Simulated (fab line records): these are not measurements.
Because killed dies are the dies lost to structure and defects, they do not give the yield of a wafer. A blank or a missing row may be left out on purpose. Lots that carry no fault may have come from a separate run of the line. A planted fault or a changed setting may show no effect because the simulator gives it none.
Which tool was responsible? | flow n5_finfet | 12 lots with 36 wafers sampled at 5 steps, on a route of 1938 steps

## WHAT THE GAUGES SHOWED, per wafer
N5_STI_FIN_REVEAL_THK_MEAS_05.
lot  | measured    | on            | thk_nm (nm)
L075 | day 2 17:13 | film_metro-01 | 132.1 132.7 132.8
L077 | day 3 03:43 | film_metro-02 | 132.0 130.4 132.4
L079 | day 3 14:24 | film_metro-01 | 133.9 132.8 132.8
L081 | day 4 02:41 | film_metro-01 | 131.7 131.6 132.3
L083 | day 4 16:59 | film_metro-01 | 132.0 131.4 132.6
L085 | day 5 05:29 | film_metro-02 | 130.8 131.1 133.0
L087 | day 5 15:38 | film_metro-01 | 133.2 132.7 133.5
L089 | day 6 04:43 | film_metro-01 | 130.3 130.8 131.4
L091 | day 6 14:53 | film_metro-01 | 133.3 133.8 132.8
L093 | day 7 04:47 | film_metro-02 | 131.1 131.5 131.7
L095 | day 7 15:32 | film_metro-01 | 132.5 133.2 133.2
L097 | day 8 03:14 | film_metro-01 | 133.4 132.4 132.3

## EACH LOT AND THE TOOL THAT RAN IT (in order: tool; ch and the chambers of the sampled wafers; start)
lot  | N5_FIN_SAQP_ETCH_69               | N5_FIN_SAQP_ETCH_67               | N5_FIN_SAQP_HM_OPEN_33            | N5_STI_FIN_REVEAL_ALD_14
L075 | rie_diel-01 ch 0,3, day 2 08:02   | rie_diel-01 ch 0,3, day 2 08:05   | rie_diel-03 ch 0,3, day 2 09:17   | ald_sin-01 ch 0,1,3, day 2 11:52
L077 | rie_diel-03 ch 2,3, day 2 19:17   | rie_diel-03 ch 2,3, day 2 19:21   | rie_diel-03 ch 0,1,3, day 2 20:10 | ald_sin-02 ch 0,3, day 2 22:23
L079 | rie_diel-03 ch 0,1,2, day 3 06:02 | rie_diel-03 ch 0,1,2, day 3 06:06 | rie_diel-01 ch 1,2, day 3 06:55   | ald_sin-02 ch 0,1,2, day 3 08:59
L081 | rie_diel-03 ch 1,2,3, day 3 18:23 | rie_diel-03 ch 1,2,3, day 3 18:27 | rie_diel-01 ch 1,2, day 3 19:16   | ald_sin-02 ch 0,2,3, day 3 21:20
L083 | rie_diel-03 ch 0,2,3, day 4 08:22 | rie_diel-03 ch 0,2,3, day 4 08:26 | rie_diel-01 ch 0,1,2, day 4 09:16 | ald_sin-01 ch 0,2,3, day 4 11:38
L085 | rie_diel-06 ch 1,2, day 4 19:47   | rie_diel-06 ch 1,2, day 4 19:50   | rie_diel-06 ch 1,2, day 4 21:35   | ald_sin-01 ch 0,1,2, day 5 00:09
L087 | rie_diel-03 ch 0,1,3, day 5 06:40 | rie_diel-03 ch 0,1,3, day 5 06:43 | rie_diel-06 ch 1,2,3, day 5 07:32 | ald_sin-01 ch 1,2,3, day 5 10:17
L089 | rie_diel-03 ch 0,1, day 5 19:57   | rie_diel-03 ch 0,1, day 5 20:01   | rie_diel-06 ch 0,1,3, day 5 20:51 | ald_sin-02 ch 0,2, day 5 23:22
L091 | rie_diel-06 ch 0,1,2, day 6 06:37 | rie_diel-06 ch 0,1,2, day 6 06:41 | rie_diel-01 ch 0,2, day 6 07:31   | ald_sin-03 ch 0,1, day 6 09:33
L093 | rie_diel-03 ch 0,2,3, day 6 19:25 | rie_diel-03 ch 0,2,3, day 6 19:29 | rie_diel-03 ch 0,1,3, day 6 20:44 | ald_sin-02 ch 0,1,3, day 6 23:26
L095 | rie_diel-03 ch 1,2,3, day 7 07:22 | rie_diel-03 ch 1,2,3, day 7 07:25 | rie_diel-06 ch 0,2,3, day 7 08:14 | ald_sin-02 ch 0,2, day 7 10:13
L097 | rie_diel-03 ch 0,1,2, day 7 18:37 | rie_diel-03 ch 0,1,2, day 7 18:41 | rie_diel-06 ch 0,3, day 7 19:30   | ald_sin-03 ch 1,3, day 7 21:53
- N5_FIN_SAQP_ETCH_69: etches SOC in N2/H2, stops on SiNx, target depth 150 nm.
- N5_FIN_SAQP_ETCH_67: etches SiNx in CH3F/O2, target depth 30 nm.
- N5_FIN_SAQP_HM_OPEN_33: chemistry CH3F/O2, target SiNx, target depth 49.4 nm, time 70.6 s.
- N5_STI_FIN_REVEAL_ALD_14: deposits Si3N4, target thk 3 nm.

## THE ANSWER, worked out from the rows above alone
Rule: the usual values come from the lots themselves. The widest of any qualifying gaps counts: lots, ordered by their means at a reading, are off when they make up no more than a third of the lots, leave a main group of 4 or more, and stand apart from it by 3 or more times the standard deviation of that group's means. If all means in a main group match to the digits the tables above print for the reading, that group is not used. Also off: a lot with no number at a reading for which 4 or more lots have one. All remaining lots with rows at the step are treated as sound.
None of the lots is off at any reading shown; this tells nothing.

## WHAT THE SIMULATOR HAD PUT IN
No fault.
